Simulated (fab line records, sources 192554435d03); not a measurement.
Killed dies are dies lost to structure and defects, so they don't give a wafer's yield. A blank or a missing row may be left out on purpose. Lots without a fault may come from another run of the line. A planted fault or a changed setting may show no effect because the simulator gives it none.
Chamber matching | flow n5_finfet | N5_ILD0_CMP_07 on cmp-03: 4 sister chambers
The step polishes SiO2 flowable, stops on poly-Si, t overpolish 1.18 s, target thk 138.88 nm. 14 wafers are shown with their chamber, then 7 later ones without.

WAFERS WITH THEIR CHAMBER
wafer  | chamber | motor_current_A (A)
L080.3 | 3       | 13.6
L080.5 | 3       | 13.6
L080.6 | 0       | 12.2
L087.1 | 2       | 13.0
L087.3 | 3       | 13.8
L087.5 | 0       | 12.0
L088.2 | 3       | 14.2
L088.3 | 1       | 10.8
L088.5 | 2       | 12.2
L092.2 | 2       | 12.6
L092.3 | 0       | 11.7
L092.5 | 2       | 12.8
L093.1 | 0       | 12.3
L093.3 | 1       | 11.2

SIGNATURES (means of the wafers above)
reading         | chamber 0 | chamber 1 | chamber 2 | chamber 3 | scatter within a chamber
motor_current_A | 12.050    | 11.000    | 12.650    | 13.800    | 0.297
Rule: a wafer's distance from a chamber is the root of the sum, over the readings, of the square of ((its reading less the chamber's mean) divided by the reading's scatter). The wafer belongs to the nearest chamber; if the next one is less than 2 further off, it can't be placed. The scatter: the root of (the sum of the squares of (reading less its chamber's mean) over the shown wafers, divided by (wafers less chambers)).

WAFERS WITHOUT THEIR CHAMBER
wafer  | motor_current_A (A)
L093.6 | 13.5
L094.2 | 13.2
L094.3 | 13.7
L094.5 | 13.2
L095.3 | 14.3
L095.4 | 12.9
L095.5 | 12.4

WHICH CHAMBER EACH WENT THROUGH
wafer  | from the rows above     | in truth
L093.6 | can't be placed: 3 or 2 | 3
L094.2 | can't be placed: 2 or 3 | 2
L094.3 | 3                       | 3
L094.5 | can't be placed: 2 or 3 | 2
L095.3 | 3                       | 3
L095.4 | 2                       | 2
L095.5 | can't be placed: 2 or 0 | 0
Placed correctly: 3 of 7. Can't be placed from these rows: 4 (the true chamber is among the candidates in 4). Placed wrongly: 0.
